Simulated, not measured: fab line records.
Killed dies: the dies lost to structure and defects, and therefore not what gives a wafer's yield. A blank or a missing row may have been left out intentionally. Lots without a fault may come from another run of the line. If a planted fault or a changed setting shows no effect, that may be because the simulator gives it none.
Which tool was responsible? ; flow n5 finfet ; Sampling: 24 lots, 72 wafers, 6 of 1938 route steps

## WHAT EACH GAUGE READ, for each wafer
N5_BEOL_M11_CD_MEAS_35 targets a cd of 70 nm.
lot;measured;on;cd nm (nm)
L074;day 9 13:38;cd sem-01;69.5 69.4 70.6
L077;day 10 14:05;cd sem-02;69.5 70.2 69.3
L078;day 11 02:41;cd sem-03;70.3 70.3 70.9
L075;day 11 10:06;cd sem-01;69.6 70.2 69.9
L076;day 11 18:36;cd sem-02;70.1 70.8 70.7
L080;day 11 20:58;cd sem-01;69.4 70.1 69.8
L079;day 12 00:41;cd sem-03;69.3 69.5 70.3
L081;day 13 00:52;cd sem-03;70.0 69.3 69.4
L083;day 13 01:07;cd sem-01;69.2 69.4 70.2
L082;day 13 01:20;cd sem-02;69.7 70.1 69.1
L084;day 13 06:08;cd sem-01;70.3 70.3 70.4
L085;day 13 10:34;cd sem-01;71.2 70.6 71.1
L086;day 13 17:18;cd sem-01;70.3 70.3 70.0
L087;day 14 06:04;cd sem-01;70.3 70.3 69.7
L088;day 14 06:29;cd sem-01;70.0 70.3 70.3
L089;day 14 08:22;cd sem-02;70.2 70.2 69.9
L090;day 14 22:41;cd sem-01;70.2 69.0 69.5
L091;day 15 07:34;cd sem-01;69.8 69.8 69.2
L092;day 15 12:53;cd sem-03;69.5 70.4 70.2
L093;day 15 13:21;cd sem-02;70.3 70.0 69.4
L094;day 15 13:44;cd sem-03;70.0 70.6 70.2
L095;day 16 01:13;cd sem-02;69.7 69.1 69.2
L096;day 16 05:34;cd sem-01;69.8 69.5 69.2
L097;day 16 09:26;cd sem-01;70.8 70.1 69.6

N5_BEOL_M11_THK_MEAS_53: measures by xrf.
lot;measured;on;M11_THK (nm)
L074;day 9 17:20;film metro-02;146.9 140.7 140.7
L077;day 10 17:56;film metro-02;145.1 142.4 147.4
L078;day 11 08:21;film metro-01;142.5 146.2 140.6
L075;day 11 12:29;film metro-01;137.0 140.0 137.5
L076;day 11 21:09;film metro-01;145.0 144.9 146.2
L080;day 12 01:26;film metro-02;148.5 142.5 140.7
L079;day 12 04:54;film metro-01;145.5 148.4 144.4
L081;day 13 03:19;film metro-02;147.8 148.0 148.6
L083;day 13 03:49;film metro-02;137.9 141.5 138.3
L082;day 13 04:03;film metro-02;141.2 145.0 139.5
L084;day 13 11:32;film metro-01;136.8 141.6 140.6
L085;day 13 12:54;film metro-02;139.5 138.9 139.7
L086;day 13 20:19;film metro-02;146.2 144.0 142.0
L087;day 14 07:59;film metro-01;139.0 138.1 137.8
L088;day 14 10:15;film metro-02;147.3 142.7 143.5
L089;day 14 11:59;film metro-02;148.1 144.0 147.6
L090;day 15 00:58;film metro-02;142.5 139.9 140.2
L091;day 15 09:50;film metro-01;143.4 143.0 142.2
L092;day 15 15:10;film metro-01;144.4 139.1 141.7
L093;day 15 15:21;film metro-01;137.1 139.4 140.5
L094;day 15 17:21;film metro-01;143.4 140.8 139.5
L095;day 16 04:28;film metro-01;142.5 144.4 143.7
L096;day 16 07:37;film metro-02;142.6 145.9 144.0
L097;day 16 12:11;film metro-01;145.0 139.0 142.9

N5_BEOL_M12_CD_MEAS_17 targets a cd of 140 nm.
lot;measured;on;cd nm (nm)
L074;day 9 18:40;cd sem-01;139.5 141.9 138.0
L077;day 10 19:20;cd sem-02;140.6 138.6 141.2
L078;day 11 09:41;cd sem-01;143.5 141.9 141.8
L075;day 11 13:42;cd sem-01;139.1 141.2 137.5
L076;day 11 22:44;cd sem-01;143.1 140.0 141.5
L080;day 12 02:44;cd sem-01;143.1 142.2 141.9
L079;day 12 06:13;cd sem-01;139.1 140.4 140.3
L081;day 13 04:52;cd sem-01;140.4 142.4 141.4
L083;day 13 05:11;cd sem-03;141.6 142.7 141.0
L082;day 13 05:28;cd sem-02;141.0 143.4 144.5
L084;day 13 12:44;cd sem-03;139.9 140.6 139.7
L085;day 13 14:38;cd sem-03;139.5 139.5 138.4
L086;day 13 21:48;cd sem-02;142.8 144.3 144.4
L087;day 14 09:14;cd sem-03;138.8 138.7 141.3
L088;day 14 11:30;cd sem-01;140.6 140.4 141.7
L089;day 14 13:11;cd sem-01;143.2 139.3 141.7
L090;day 15 02:32;cd sem-01;142.7 143.1 141.9
L091;day 15 11:18;cd sem-03;141.4 139.3 138.3
L092;day 15 16:30;cd sem-03;142.7 143.4 143.1
L093;day 15 16:52;cd sem-03;138.6 139.7 139.0
L094;day 15 19:17;cd sem-01;141.3 142.6 141.9
L095;day 16 05:53;cd sem-02;140.7 140.6 139.9
L096;day 16 09:24;cd sem-03;141.3 140.0 141.2
L097;day 16 13:26;cd sem-02;139.3 137.0 140.1

## WHICH TOOL RAN EACH LOT (tool, then ch and the chambers of the sampled wafers, then the start)
lot;N5_BEOL_M11_DESCUM_33;N5_BEOL_M11_PRE_CLEAN_45;N5_BEOL_M11_DEP_56
L074;rie diel-06 ch 0,1, day 9 12:59;pvd sputter-01, day 9 15:46;pecvd-02 ch 0,1, day 9 17:24
L077;rie diel-05 ch 0,2,3, day 10 13:26;pvd sputter-02, day 10 16:23;pecvd-03 ch 0,1,2, day 10 18:00
L078;rie diel-02 ch 0,1,2, day 11 02:02;pvd sputter-03, day 11 06:53;pecvd-04 ch 0,1,2, day 11 08:25
L075;rie diel-06 ch 1,2, day 11 09:27;pvd sputter-01, day 11 10:30;pecvd-02 ch 0,1,2, day 11 12:33
L076;rie diel-06 ch 0,3, day 11 17:57;pvd sputter-02, day 11 19:02;pecvd-03 ch 0,1,2, day 11 21:13
L080;rie diel-02 ch 0,1, day 11 20:19;pvd sputter-02, day 11 21:45;pecvd-03 ch 1,2, day 12 01:30
L079;rie diel-06 ch 0,1,3, day 12 00:02;pvd sputter-01, day 12 01:16;pecvd-04 ch 0,1,2, day 12 04:58
L081;rie diel-02 ch 0,3, day 13 00:13;pvd sputter-02, day 13 01:34;pecvd-02 ch 0,1, day 13 03:23
L083;rie diel-06 ch 1,2,3, day 13 00:27;pvd sputter-02, day 13 01:50;pecvd-03 ch 0,2, day 13 03:53
L082;rie diel-02 ch 0,1,2, day 13 00:41;pvd sputter-01, day 13 01:54;pecvd-02 ch 0,1,2, day 13 04:07
L084;rie diel-05 ch 0,1,2, day 13 05:28;pvd sputter-01, day 13 06:36;pecvd-04 ch 0,1, day 13 11:35
L085;rie diel-02 ch 1,2, day 13 09:56;pvd sputter-02, day 13 10:59;pecvd-04 ch 0,1, day 13 12:58
L086;rie diel-05 ch 0,1,2, day 13 16:40;pvd sputter-02, day 13 17:49;pecvd-02 ch 0,1, day 13 20:23
L087;rie diel-02 ch 1,2, day 14 05:25;pvd sputter-01, day 14 06:38;pecvd-04 ch 0,1, day 14 08:02
L088;rie diel-06 ch 0,1, day 14 05:50;pvd sputter-01, day 14 07:07;pecvd-04 ch 0,1,2, day 14 10:19
L089;rie diel-02 ch 1,3, day 14 07:43;pvd sputter-01, day 14 09:48;pecvd-02 ch 0,1,2, day 14 12:03
L090;rie diel-06 ch 1,2,3, day 14 21:45;pvd sputter-01, day 14 23:17;pecvd-04 ch 0,1,2, day 15 01:01
L091;rie diel-05 ch 0,3, day 15 06:54;pvd sputter-02, day 15 07:59;pecvd-02 ch 1,2, day 15 09:54
L092;rie diel-02 ch 0,2,3, day 15 12:14;pvd sputter-03, day 15 13:37;pecvd-02 ch 1,2, day 15 15:14
L093;rie diel-06 ch 1,2,3, day 15 12:42;pvd sputter-02, day 15 13:46;pecvd-02 ch 0,1, day 15 15:25
L094;rie diel-05 ch 2,3, day 15 12:59;pvd sputter-03, day 15 14:22;pecvd-02 ch 0,1, day 15 17:25
L095;rie diel-02 ch 0,3, day 16 00:34;pvd sputter-02, day 16 01:47;pecvd-03 ch 0,1, day 16 04:32
L096;rie diel-02 ch 1,3, day 16 04:55;pvd sputter-01, day 16 06:14;pecvd-02 ch 0,1, day 16 07:41
L097;rie diel-05 ch 0,1,3, day 16 08:47;pvd sputter-01, day 16 09:58;pecvd-02 ch 0,1, day 16 12:15
- N5_BEOL_M11_DESCUM_33: chemistry O2, time 7.9 s.
- N5_BEOL_M11_PRE_CLEAN_45: time 30 s.
- N5_BEOL_M11_DEP_56: deposits SiCN from 3MS/NH3, target thk 30 nm, time 10.5 s.

## WHAT THE TOOLS THEMSELVES READ (means of the sampled wafers that have a number; where no wafer has one, the mark that the record gives instead)
N5_BEOL_M11_DESCUM_33.
lot;tool;drypump motor current A (A);oes product au (a.u.);rf vpp V (V);showerhead plenum p Torr (Torr);throttle valve pct (%)
L074;rie diel-06;5.6;0.77;242.6;2.03;20.25
L077;rie diel-05;5.6;0.87;243.2;2.12;20.38
L078;rie diel-02;5.2;0.81;244.2;2.14;20.49
L075;rie diel-06;5.8;0.73;242.0;2.01;20.44
L076;rie diel-06;6.3;0.82;243.4;2.06;20.35
L080;rie diel-02;5.4;0.78;244.8;2.18;20.58
L079;rie diel-06;5.9;0.78;243.0;2.04;20.32
L081;rie diel-02;5.6;0.87;244.4;2.19;20.48
L083;rie diel-06;6.2;0.75;242.2;2.03;20.49
L082;rie diel-02;5.2;0.79;243.5;2.13;20.51
L084;rie diel-05;5.6;0.77;244.0;2.09;20.53
L085;rie diel-02;5.3;0.76;242.7;2.07;20.45
L086;rie diel-05;5.6;0.77;243.1;2.09;20.53
L087;rie diel-02;5.3;0.75;242.0;2.07;20.45
L088;rie diel-06;5.6;0.75;242.2;2.02;20.29
L089;rie diel-02;6.3;0.80;244.2;2.15;20.37
L090;rie diel-06;6.2;0.75;242.3;2.02;20.50
L091;rie diel-05;5.6;0.88;242.3;2.11;20.21
L092;rie diel-02;5.6;0.82;243.5;2.11;20.43
L093;rie diel-06;6.2;0.74;242.3;2.02;20.52
L094;rie diel-05;5.5;0.76;243.8;2.11;20.67
L095;rie diel-02;5.6;0.83;244.2;2.18;20.52
L096;rie diel-02;5.9;0.74;243.8;2.15;20.50
L097;rie diel-05;5.7;0.81;244.2;2.14;20.40

N5_BEOL_M11_PRE_CLEAN_45.
lot;tool;heater power w (W)
L074;pvd sputter-01;301
L077;pvd sputter-02;348
L078;pvd sputter-03;317
L075;pvd sputter-01;340
L076;pvd sputter-02;338
L080;pvd sputter-02;335
L079;pvd sputter-01;314
L081;pvd sputter-02;335
L083;pvd sputter-02;347
L082;pvd sputter-01;300
L084;pvd sputter-01;326
L085;pvd sputter-02;341
L086;pvd sputter-02;338
L087;pvd sputter-01;303
L088;pvd sputter-01;310
L089;pvd sputter-01;309
L090;pvd sputter-01;300
L091;pvd sputter-02;348
L092;pvd sputter-03;343
L093;pvd sputter-02;335
L094;pvd sputter-03;321
L095;pvd sputter-02;345
L096;pvd sputter-01;325
L097;pvd sputter-01;301

N5_BEOL_M11_DEP_56.
lot;tool;showerhead plenum p Torr (Torr);showerhead vpp V (V);throttle valve pct (%)
L074;pecvd-02;4.155;1623;18.7
L077;pecvd-03;4.146;1597;17.5
L078;pecvd-04;4.152;1601;17.9
L075;pecvd-02;4.150;1628;18.0
L076;pecvd-03;4.150;1593;17.4
L080;pecvd-03;4.140;1522;17.3
L079;pecvd-04;4.154;1582;17.7
L081;pecvd-02;4.155;1658;18.7
L083;pecvd-03;4.144;1520;17.6
L082;pecvd-02;4.156;1606;17.9
L084;pecvd-04;4.143;1606;18.7
L085;pecvd-04;4.151;1565;18.2
L086;pecvd-02;4.155;1637;18.6
L087;pecvd-04;4.148;1564;18.4
L088;pecvd-04;4.150;1602;18.1
L089;pecvd-02;4.157;1614;18.0
L090;pecvd-04;4.159;1596;18.0
L091;pecvd-02;4.165;1614;17.1
L092;pecvd-02;4.174;1597;17.4
L093;pecvd-02;4.131;1636;19.0
L094;pecvd-02;4.135;1642;18.9
L095;pecvd-03;4.153;1638;17.6
L096;pecvd-02;4.143;1631;18.9
L097;pecvd-02;4.162;1641;18.8

## THE ANSWER, worked out from the rows above alone
Rule: what is usual is taken from the lots themselves. The widest of any qualifying gaps counts: lots, ordered by their means at a reading, are off when they make up no more than a third of the lots, leave a main group of 4 or more, and stand apart from it by 3 or more times the standard deviation of that group's means. A main group whose means are all the same, to the digits that the tables above print for the reading, isn't used. Also off: a lot with no number at a reading for which 4 or more lots have one. Where the step has rows for the other lots, those lots are counted as sound. The gauges are gone through in route order, then the tools' own readings, and for those a lot's mean is taken as printed above. At the first step where some lot is off, the reading lying furthest off is the one used; lots without a number count as furthest.
None of the lots is off at any reading shown; this tells nothing.

## WHAT HAD BEEN PUT IN BY THE SIMULATOR
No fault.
